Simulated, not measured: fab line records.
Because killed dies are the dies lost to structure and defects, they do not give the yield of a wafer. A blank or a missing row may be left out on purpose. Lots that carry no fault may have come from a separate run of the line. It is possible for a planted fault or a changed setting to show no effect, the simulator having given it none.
fab line records | flow n5Finfet
record: lots: 7 wafers: 21
route steps=1938 shown BEOL_M10@1513 BEOL_M11@1562 BEOL_M15@1773
startH: the number of hours between the record's first day and the start of the first shown wafer of the lot | waitH: hours from the lot's prior step to this one | " the same as in the row above | L1.1+2: several wafers, shown together as one row | - no value, or no start was given | * or withheld: withheld | < > ~ a bound
route shown NAME@n: a module of which the file shows steps, and the number in the route of the first | usual: mean/standard deviation taken from wafers without a fault | same: alike in all rows | chamber/n: place in a boat | sites: the reading at each site | _std_site: standard deviation of those values | _edge_site: mean of outer sites minus mean of inner sites | radiusMm: how far each site lies from the wafer's centre | mask NAME#n: copy n | behind: the tool/chamber that last shaped the wafer | hold: the reason the lot was held/the length of the hold in hours/how it ended | device: the n, p or np transistor that did not switch | end of line: the route-end tests of the same wafers | where a step has no rows: the recipe by itself | killed: the dies lost at the first sort to structure and to defects; this is not the yield of the wafer | map: a wafer's dies, x killed, . not, _ none there
set.NAME: the run value of the setting; set.NAME@STEP: its run value at that earlier step | model.NAME: the simulator's own value behind a step, which no gauge read
lots where settings were altered on purpose, with a table for each step and a row for each wafer
== steps ==
step: N5_BEOL_M10_ETCH_41
recipe: chemistry: CH3F/O2 target: SiCN targetDepthA: 426 taperDeg: 2 timeS: 86 ionEnergyEv: 120 maskMaterial: TiN pressureMtorr: 30 sourceW: 395 biasW: 75 Ar_flow_sccm: 150 CH3F_flow_sccm: 30 O2_flow_sccm: 20
usual: rfVppV: 296.6/1.5
columns lot.wafer tool chamber startH waitH set.sourceW rfVppV
L080.3 rieDiel-05 3 - - 395 295.5
L080.5 " 0 " " 395 295.3
L080.6 " 1 " " 395 294.6
L082.4 rieDiel-05 0 - - 395 295.6
L082.5 " 2 " " 376.5 302.1
L082.6 " 3 " " 395 294.7
L083.3 rieDiel-01 2 - - 395 296.7
L083.4 " 3 " " 395 296.7
L083.5 " 3 " " 461 281.5
L084.1 rieDiel-05 3 - - 395 294.4
L084.3 " 0 " " 395 296.4
L084.4 " 3 " " 395 295.1
L086.1 rieDiel-01 0 - - 365.1 305.1
L086.4 " 1 " " 395 298.0
L086.6 " 3 " " 395 296.3
L092.1 rieDiel-04 3 - - 360.3 307.7
L092.3 " 1 " " 360.3 308.6
L092.4 " 1 " " 360.3 309.6
L097.2 rieDiel-01 1 - - 395 298.1
L097.4 " 0 " " 395 296.3
L097.6 " 3 " " 395 295.1
step: N5_BEOL_M10_STRIP_77
recipe: chemistry: N2/H2 timeS: 10 powerW: 450 tempC: 40 pressureMtorr: 20 rfFrequencyHz: 6e+07 biasPowerW: 7 n2FlowSccm: 200 h2FlowSccm: 200
step: N5_BEOL_M10_ECD_50
recipe: material: Cu targetThkA: 3180
step: N5_BEOL_M10_ANNEAL_51
recipe: tempC: 225 timeS: 90 ambient: N2
step: N5_BEOL_M10_CMP_52
recipe: stopOn: SiCOH_lowk tOverpolishS: 7 downForcePsi: 1 platenRpm: 50 clearingPlatenDownForcePsi: 1.5 clearingPlatenRpm: 50 postCmpClean: cuAlkaline targetThkNm: 140 clearingPlatenPadVelocityMS: 0.99484 padVelocityMS: 0.99484
columns lot.wafer tool chamber startH waitH set.timeS@BEOL_M10_TRENCH_ETCH_37 model.Cu_of_BEOL_M10_ECD_50.thkNm
L080.3 cmp-02 3 239.72 0.2 48 141.8
L080.6 " 2 " " 52.81 145
L080.5 " 3 " " 52.81 154.2
L082.4 cmp-02 0 266.68 0.2 44.53 129.4
L082.5 " 2 " " 44.53 132.8
L082.6 " 3 " " 44.53 128
L083.4 cmp-01 2 270.99 0.2 48 141.6
L083.3 " 3 " " 53.03 153.6
L083.5 " 1 " " 48 143.4
L084.1 cmp-03 2 277.67 0.3 48 135.2
L084.4 " 3 " " 48 136.2
L084.3 " 0 " " 48 138.2
L086.1 cmp-01 0 283.51 0.3 48 141
L086.4 " 1 " " 44.14 126
L086.6 " 2 " " 48 142.6
L092.1 cmp-03 1 334.02 0.3 48 143.6
L092.4 " 2 " " 43.66 124.2
L092.3 " 3 " " 43.66 124.6
L097.2 cmp-02 0 356.98 0.3 48 142
L097.4 " 1 " " 48 142.8
L097.6 " 0 " " 48 140.2
step: N5_BEOL_M10_THK_MEAS_53
recipe: thkMeasGauge: xrf reads: Cu_of_BEOL_M10_ECD_50
usual: M10_THK: 141/3.6
columns lot.wafer tool chamber startH waitH set.timeS@BEOL_M10_TRENCH_ETCH_37 M10_THK[nm]
L080.3 filmMetro-01 - 239.98 - 48 144
L080.5 " - " " 52.81 157
L080.6 " - " " 52.81 147
L082.4 filmMetro-01 - 266.90 - 44.53 130
L082.5 " - " " 44.53 134
L082.6 " - " " 44.53 129
L083.3 filmMetro-01 - 271.25 - 53.03 156
L083.4 " - " " 48 142
L083.5 " - " " 48 145
L084.1 filmMetro-01 - 277.93 - 48 136
L084.3 " - " " 48 139
L084.4 " - " " 48 137
L086.1 filmMetro-01 - 283.73 - 48 141
L086.4 " - " " 44.14 127
L086.6 " - " " 48 143
L092.1 filmMetro-01 - 334.32 - 48 145
L092.3 " - " " 43.66 126
L092.4 " - " " 43.66 125
L097.2 filmMetro-01 - 357.28 - 48 144
L097.4 " - " " 48 145
L097.6 " - " " 48 142
step: N5_BEOL_M10_PRE_CLEAN_55
recipe: gas: NH3 timeS: 15 tempC: withheld rfPowerW: 300
step: N5_BEOL_M10_DEP_56
recipe: material: SiCN targetThkA: 150 tempC: withheld precursor: 3MS/NH3 pressureTorr: 3 rfW: 202 timeS: 26.5
step: N5_BEOL_M10_RS_MEAS_57
recipe: thkMeasGauge: four-point-probe reads: Cu_of_BEOL_M10_ECD_50+Co_of_BEOL_M10_CVD_75+TaN_of_BEOL_M10_ALD_74
usual: M10_RS: 0.151/0.0042
columns lot.wafer tool chamber startH waitH set.timeS@BEOL_M10_TRENCH_ETCH_37 M10_RS[ohm/sq]
L080.3 filmMetro-01 - 240.11 0.1 48 0.149
L080.5 " - " " 52.81 0.135
L080.6 " - " " 52.81 0.145
L082.4 filmMetro-01 - 267.04 0.0 44.53 0.164
L082.5 " - " " 44.53 0.160
L082.6 " - " " 44.53 0.166
L083.3 filmMetro-01 - 271.38 0.1 53.03 0.136
L083.4 " - " " 48 0.149
L083.5 " - " " 48 0.147
L084.1 filmMetro-01 - 278.06 0.1 48 0.157
L084.3 " - " " 48 0.153
L084.4 " - " " 48 0.155
L086.1 filmMetro-01 - 283.86 0.1 48 0.150
L086.4 " - " " 44.14 0.169
L086.6 " - " " 48 0.148
L092.1 filmMetro-01 - 334.45 0.1 48 0.146
L092.3 " - " " 43.66 0.172
L092.4 " - " " 43.66 0.172
L097.2 filmMetro-01 - 357.41 0.1 48 0.148
L097.4 " - " " 48 0.147
L097.6 " - " " 48 0.150
step: N5_BEOL_M11_COAT_22
recipe: resist: CAR-ArF spinRpm: 1500 resistThkNm: 90
columns lot.wafer tool chamber startH waitH set.spinRpm model.CAR-ArF_of_BEOL_M11_COAT_22.thkNm
L080.3 lithoTrack-04 0 - - 1577 88
L080.5 " 0 " " 1500 90
L080.6 " 0 " " 1500 89.8
L082.4 lithoTrack-05 0 - - 1630 86
L082.5 " 0 " " 1630 86.2
L082.6 " 0 " " 1500 89.8
L083.3 lithoTrack-04 0 - - 1619 86.4
L083.4+5 " 0 " " 1500 89.8
L084.1 lithoTrack-05 0 - - 1500 90
L084.3 " 0 " " 1354 94.8
L084.4 " 0 " " 1354 95
L086.1 lithoTrack-03 0 - - 1500 89.8
L086.4 " 0 " " 1500 90
L086.6 " 0 " " 1603 87.2
L092.1+3 lithoTrack-03 0 - - 1584 87.4
L092.4 " 0 " " 1500 89.8
L097.2+6 lithoTrack-03 0 - - 1500 90
L097.4 " 0 " " 1500 90.2
step: N5_BEOL_M11_EBR_24
recipe: solvent: PGMEA ebrWidthMm: 1.5
step: N5_BEOL_M11_SOFTBAKE_23
recipe: tempC: 110 timeS: 60 resist: CAR-ArF
step: N5_BEOL_M11_DESCUM_33
recipe: chemistry: O2 timeS: 7.9 sourcePowerW: 50 biasPowerW: 20 pressureMtorr: 20 rfFrequencyHz: 2.712e+07 tempC: 40 resist: CAR-ArF o2FlowSccm: 225
columns lot.wafer tool chamber startH waitH set.spinRpm@BEOL_M11_COAT_22 model.CAR-ArF_of_BEOL_M11_COAT_22.thkNm
L080.3 rieDiel-06 3 246.53 0.0 1577 81.4
L080.5 " 3 " " 1500 83.4
L080.6 " 2 " " 1500 83
L082.4 rieDiel-03 0 271.91 0.0 1630 79.4
L082.5 " 1 " " 1630 79.8
L082.6 " 2 " " 1500 83
L083.3 rieDiel-02 0 275.31 0.2 1619 80
L083.4 " 2 " " 1500 83.2
L083.5 " 0 " " 1500 83.4
L084.1 rieDiel-02 0 281.04 0.0 1500 83.6
L084.3 " 2 " " 1354 88.2
L084.4 " 1 " " 1354 88.4
L086.1+4 rieDiel-03 3,2 286.98 0.0 1500 83.2
L086.6 " 3 " " 1603 80.6
L092.1+3 rieDiel-03 2,0 337.28 0.0 1584 80.8
L092.4 " 2 " " 1500 83.2
L097.2+6 rieDiel-02 1,3 360.10 0.0 1500 83.4
L097.4 " 2 " " 1500 83.6
step: N5_BEOL_M15_ILD_DEP_00
recipe: material: SiO2 targetThkA: 16293 tempC: 400 precursor: TEOS/O2 pressureTorr: 6.5 rfW: 900 teosFlowSccm: 161.4 gas: O2 flowSccm: 2650 timeS: 346.1
columns lot.wafer tool chamber startH waitH set.timeS model.SiO2_of_BEOL_M15_ILD_DEP_00.thkNm
L080.3 pecvd-04 1 268.78 0.0 346.1 1665
L080.5 " 0 " " 346.1 1687
L080.6 " 1 " " 346.1 1674
L082.4 pecvd-03 0 294.74 0.1 308.4 1486
L082.5 " 1 " " 346.1 1647
L082.6 " 2 " " 308.4 1472
L083.3 pecvd-03 0 300.36 0.0 303.4 1421
L083.4 " 0 " " 303.4 1429
L083.5 " 1 " " 346.1 1631
L084.1 pecvd-04 1 301.18 0.0 346.1 1618
L084.3 " 2 " " 380.8 1790
L084.4 " 1 " " 346.1 1644
L086.1 pecvd-04 0 305.61 0.0 294.7 1360
L086.4 " 1 " " 346.1 1655
L086.6 " 1 " " 294.7 1415
L092.1 pecvd-02 0 359.80 0.0 314.8 1472
L092.3 " 2 " " 346.1 1590
L092.4 " 0 " " 314.8 1514
L097.2 pecvd-03 2 386.43 0.0 346.1 1612
L097.4 " 0 " " 346.1 1665
L097.6 " 2 " " 346.1 1636
step: N5_BEOL_M15_THK_MEAS_01
recipe: reads: SiO2_of_BEOL_M15_ILD_DEP_00
usual: M15_ILD_THK: 1632/25
columns lot.wafer tool chamber startH waitH set.timeS@BEOL_M15_ILD_DEP_00 M15_ILD_THK[nm]
L080.3 filmMetro-01 - 269.03 0.1 346.1 1665
L080.5 " - " " 346.1 1686
L080.6 " - " " 346.1 1674
L082.4 filmMetro-01 - 294.89 0.0 308.4 1488
L082.5 " - " " 346.1 1646
L082.6 " - " " 308.4 1472
L083.3 filmMetro-01 - 300.61 0.1 303.4 1421
L083.4 " - " " 303.4 1428
L083.5 " - " " 346.1 1631
L084.1 filmMetro-01 - 301.43 0.1 346.1 1617
L084.3 " - " " 380.8 1791
L084.4 " - " " 346.1 1642
L086.1 filmMetro-01 - 305.96 0.2 294.7 1360
L086.4 " - " " 346.1 1654
L086.6 " - " " 294.7 1414
L092.1 filmMetro-01 - 360.05 0.1 314.8 1471
L092.3 " - " " 346.1 1591
L092.4 " - " " 314.8 1513
L097.2 filmMetro-02 - 386.68 0.1 346.1 1613
L097.4 " - " " 346.1 1665
L097.6 " - " " 346.1 1637
step: N5_BEOL_M15_COAT_58
recipe: resist: BARC tempC: 205 timeS: 60 spinRpm: 1500 resistThkNm: 89
step: N5_BEOL_M15_COAT_04
recipe: spinRpm: 1704 resistThkNm: 800
step: N5_BEOL_M15_DESCUM_15
recipe: chemistry: O2 timeS: 7.9 sourcePowerW: 50 biasPowerW: 20 pressureMtorr: 20 rfFrequencyHz: 2.712e+07 tempC: 40 o2FlowSccm: 225
step: N5_BEOL_M15_ETCH_59
recipe: chemistry: N2/H2 target: BARC targetDepthA: 890 overetchA: 267 timeS: 67.9 ionEnergyEv: 200 pressureMtorr: 30 sourceW: 840 biasW: 150 n2FlowSccm: 200 h2FlowSccm: 200
step: N5_BEOL_M15_VIA_ETCH_16
recipe: chemistry: C4F8/O2/Ar target: SiO2 heInnerTorr: 15 heOuterTorr: 30 targetDepthA: 17922 timeS: withheld ionEnergyEv: 800 pressureMtorr: 20 sourceW: 1905 biasW: 2040 Ar_flow_sccm: 400 C4F8_flow_sccm: 16 O2_flow_sccm: 12 ends: cleared
columns lot.wafer tool chamber startH waitH set.timeS@BEOL_M15_ILD_DEP_00 model.etch.depthNm model.coat_of_BEOL_M15_COAT_04.thkNm
L080.3 rieDiel-02 3 269.50 0.0 * 1665 324
L080.5 " 3 " " * 1687 319.2
L080.6 " 2 " " * 1674 315.8
L082.4 rieDiel-06 0 295.49 0.0 * 1486 358.6
L082.5 " 1 " " * 1647 336.6
L082.6 " 2 " " * 1472 359.2
L083.3 rieDiel-02 2 301.21 0.0 * 1421 386.2
L083.4 " 0 " " * 1429 395
L083.5 " 3 " " * 1631 338.4
L084.1 rieDiel-06 0 302.17 0.0 * 1618 330.8
L084.3 " 2 " " * 1790 287.8
L084.4 " 0 " " * 1644 322.6
L086.1 rieDiel-02 2 306.63 0.0 * 1360 395
L086.4 " 0 " " * 1655 337.8
L086.6 " 3 " " * 1415 385.2
L092.1 rieDiel-03 2 360.65 0.0 * 1472 365.6
L092.3 " 3 " " * 1590 337
L092.4 " 0 " " * 1514 361.4
L097.2 rieDiel-06 1 387.28 0.0 * 1612 350.4
L097.4 " 2 " " * 1665 314
L097.6 " 2 " " * 1636 320.8
step: N5_BEOL_M15_TRENCH_ETCH_34
recipe: chemistry: C4F8/O2/Ar target: SiO2 targetDepthA: 8729.3 heInnerTorr: 15 heOuterTorr: 30 timeS: 199 ionEnergyEv: 800 pressureMtorr: 20 sourceW: 1905 biasW: 2040 Ar_flow_sccm: 400 C4F8_flow_sccm: 16 O2_flow_sccm: 12
columns lot.wafer tool chamber startH waitH set.timeS model.etch.depthNm
L080.3 rieDiel-06 1 270.97 0.0 239.2 1036
L080.5 " 3 " " 199 837.5
L080.6 " 0 " " 239.2 1049
L082.4 rieDiel-02 2 297.13 0.0 199 861.8
L082.5 " 0 " " 199 867
L082.6 " 1 " " 162.4 722
L083.3 rieDiel-02 2 302.98 0.0 183.1 793.2
L083.4 " 3 " " 199 899.1
L083.5 " 3 " " 183.1 818.8
L084.1 rieDiel-06 0 303.63 0.0 223.8 971.9
L084.3 " 1 " " 223.8 957.4
L084.4 " 2 " " 199 884
L086.1 rieDiel-06 1 308.40 0.0 163.7 702.6
L086.4 " 2 " " 199 886.4
L086.6 " 0 " " 163.7 708.3
L092.1 rieDiel-03 0 362.13 0.0 199 892.1
L092.3 " 1 " " 222.9 998.8
L092.4 " 2 " " 222.9 1004
L097.2 rieDiel-06 1 388.99 0.0 199 846.6
L097.4 " 2 " " 199 907.6
L097.6 " 3 " " 199 884.5
step: N5_BEOL_M15_STRIP_36
recipe: chemistry: O2 powerW: 600 tempC: 60 pressureMtorr: 30 rfFrequencyHz: 6e+07 biasPowerW: 0 overashFraction: 0.3 o2FlowSccm: 225
step: N5_BEOL_M15_ECD_47
recipe: material: Cu targetThkA: 18600
step: N5_BEOL_M15_ANNEAL_48
recipe: tempC: 225 timeS: 90 ambient: N2
step: N5_BEOL_M15_CMP_49
recipe: stopOn: SiO2 tOverpolishS: 4.9 downForcePsi: 2 platenRpm: 80 clearingPlatenDownForcePsi: 2 clearingPlatenRpm: 80 postCmpClean: cuAlkaline targetThkNm: 850 clearingPlatenPadVelocityMS: 1.5917 padVelocityMS: 1.5917
columns lot.wafer tool chamber startH waitH set.timeS@BEOL_M15_TRENCH_ETCH_34 model.Cu_of_BEOL_M15_ECD_47.thkNm
L080.3 cmp-01 3 277.42 0.2 239.2 1014
L080.5 " 2 " " 199 814
L080.6 " 3 " " 239.2 1027
L082.4 cmp-01 2 300.19 0.1 199 839.8
L082.6 " 2 " " 162.4 699.8
L082.5 " 3 " " 199 846.6
L083.3 cmp-04 0 305.36 0.2 183.1 770.6
L083.4 " 3 " " 199 875.2
L083.5 " 1 " " 183.1 798.2
L084.1 cmp-03 1 305.65 0.3 223.8 949
L084.3 " 2 " " 223.8 932.8
L084.4 " 3 " " 199 860.2
L086.1 cmp-04 0 312.90 0.3 163.7 680
L086.4 " 1 " " 199 866.2
L086.6 " 3 " " 163.7 685.6
L092.3 cmp-04 0 363.86 0.2 222.9 976
L092.4 " 1 " " 222.9 982.8
L092.1 " 2 " " 199 866
L097.2 cmp-01 1 390.45 0.2 199 825.4
L097.4 " 2 " " 199 885.2
L097.6 " 2 " " 199 862.8
step: N5_BEOL_M15_THK_MEAS_50
recipe: thkMeasGauge: xrf reads: Cu_of_BEOL_M15_ECD_47
usual: M15_THK: 860/20
columns lot.wafer tool chamber startH waitH set.timeS@BEOL_M15_TRENCH_ETCH_34 M15_THK[nm]
L080.3 filmMetro-01 - 277.67 - 239.2 1026
L080.5 " - " " 199 824
L080.6 " - " " 239.2 1045
L082.4 filmMetro-01 - 300.49 - 199 847
L082.5 " - " " 199 854
L082.6 " - " " 162.4 706
L083.3 filmMetro-01 - 305.66 - 183.1 779
L083.4 " - " " 199 883
L083.5 " - " " 183.1 808
L084.1 filmMetro-01 - 305.91 - 223.8 957
L084.3 " - " " 223.8 939
L084.4 " - " " 199 867
L086.1 filmMetro-01 - 313.12 - 163.7 687
L086.4 " - " " 199 875
L086.6 " - " " 163.7 690
L092.1 filmMetro-02 - 364.15 - 199 866
L092.3 " - " " 222.9 982
L092.4 " - " " 222.9 985
L097.2 filmMetro-01 - 390.75 - 199 833
L097.4 " - " " 199 890
L097.6 " - " " 199 870
step: N5_BEOL_M15_PRE_CLEAN_52
recipe: gas: NH3 timeS: 15 tempC: withheld rfPowerW: 300
step: N5_BEOL_M15_DEP_53
recipe: material: SiCN targetThkA: 500 tempC: withheld precursor: 3MS/NH3 pressureTorr: 3 rfW: 675 timeS: 17.8
step: N5_BEOL_M15_RS_MEAS_54
recipe: thkMeasGauge: four-point-probe reads: Cu_of_BEOL_M15_ECD_47+Ta_of_BEOL_M15_SPUTTER_44+TaN_of_BEOL_M15_SPUTTER_43
usual: M15_RS: 0.0215/0.00052
columns lot.wafer tool chamber startH waitH set.timeS@BEOL_M15_TRENCH_ETCH_34 M15_RS[ohm/sq]
L080.3 filmMetro-01 - 277.80 0.1 239.2 0.0180
L080.5 " - " " 199 0.0225
L080.6 " - " " 239.2 0.0177
L082.4 filmMetro-01 - 300.62 0.0 199 0.0218
L082.5 " - " " 199 0.0216
L082.6 " - " " 162.4 0.0263
L083.3 filmMetro-01 - 305.79 0.1 183.1 0.0238
L083.4 " - " " 199 0.0209
L083.5 " - " " 183.1 0.0229
L084.1 filmMetro-01 - 306.04 0.0 223.8 0.0193
L084.3 " - " " 223.8 0.0196
L084.4 " - " " 199 0.0213
L086.1 filmMetro-01 - 313.25 0.0 163.7 0.0270
L086.4 " - " " 199 0.0211
L086.6 " - " " 163.7 0.0268
L092.1 filmMetro-01 - 364.28 0.0 199 0.0211
L092.3 " - " " 222.9 0.0187
L092.4 " - " " 222.9 0.0186
L097.2 filmMetro-01 - 390.88 0.1 199 0.0222
L097.4 " - " " 199 0.0207
L097.6 " - " " 199 0.0212
== key ==
split: step: N5_BEOL_M10_ETCH_41 setting: sourceW stated: 395 by: wafer
response: step: N5_BEOL_M10_ETCH_41 reading: rfVppV change: -0.97 per: 1% r: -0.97
split: step: N5_BEOL_M11_COAT_22 setting: spinRpm stated: 1500 by: wafer
response: step: N5_BEOL_M11_COAT_22 reading: model.CAR-ArF_of_BEOL_M11_COAT_22.thkNm change: -0.44 per: 1% r: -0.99
response: step: N5_BEOL_M11_DESCUM_33 reading: model.CAR-ArF_of_BEOL_M11_COAT_22.thkNm change: -0.42 per: 1% r: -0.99
split: step: N5_BEOL_M15_ILD_DEP_00 setting: timeS stated: 346.1 by: wafer
response: step: N5_BEOL_M15_ILD_DEP_00 reading: model.SiO2_of_BEOL_M15_ILD_DEP_00.thkNm change: +16 per: 1% r: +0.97
response: step: N5_BEOL_M15_THK_MEAS_01 reading: M15_ILD_THK change: +16.1 per: 1% r: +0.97
response: step: N5_BEOL_M15_VIA_ETCH_16 reading: model.etch.depthNm change: +16 per: 1% r: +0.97
response: step: N5_BEOL_M15_VIA_ETCH_16 reading: model.coat_of_BEOL_M15_COAT_04.thkNm change: -3.4 per: 1% r: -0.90
split: step: N5_BEOL_M15_TRENCH_ETCH_34 setting: timeS stated: 199 by: wafer
response: step: N5_BEOL_M15_TRENCH_ETCH_34 reading: model.etch.depthNm change: +9.15 per: 1% r: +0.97
response: step: N5_BEOL_M15_CMP_49 reading: model.Cu_of_BEOL_M15_ECD_47.thkNm change: +9.23 per: 1% r: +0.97
response: step: N5_BEOL_M15_THK_MEAS_50 reading: M15_THK change: +9.4 per: 1% r: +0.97
response: step: N5_BEOL_M15_RS_MEAS_54 reading: M15_RS change: -0.000247 per: 1% r: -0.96
split outsideThisFile step=N5_BEOL_M10_TRENCH_ETCH_37 setting=timeS
split outsideThisFile: this setting was split too, and the file shows its column; the key of that split is in another file
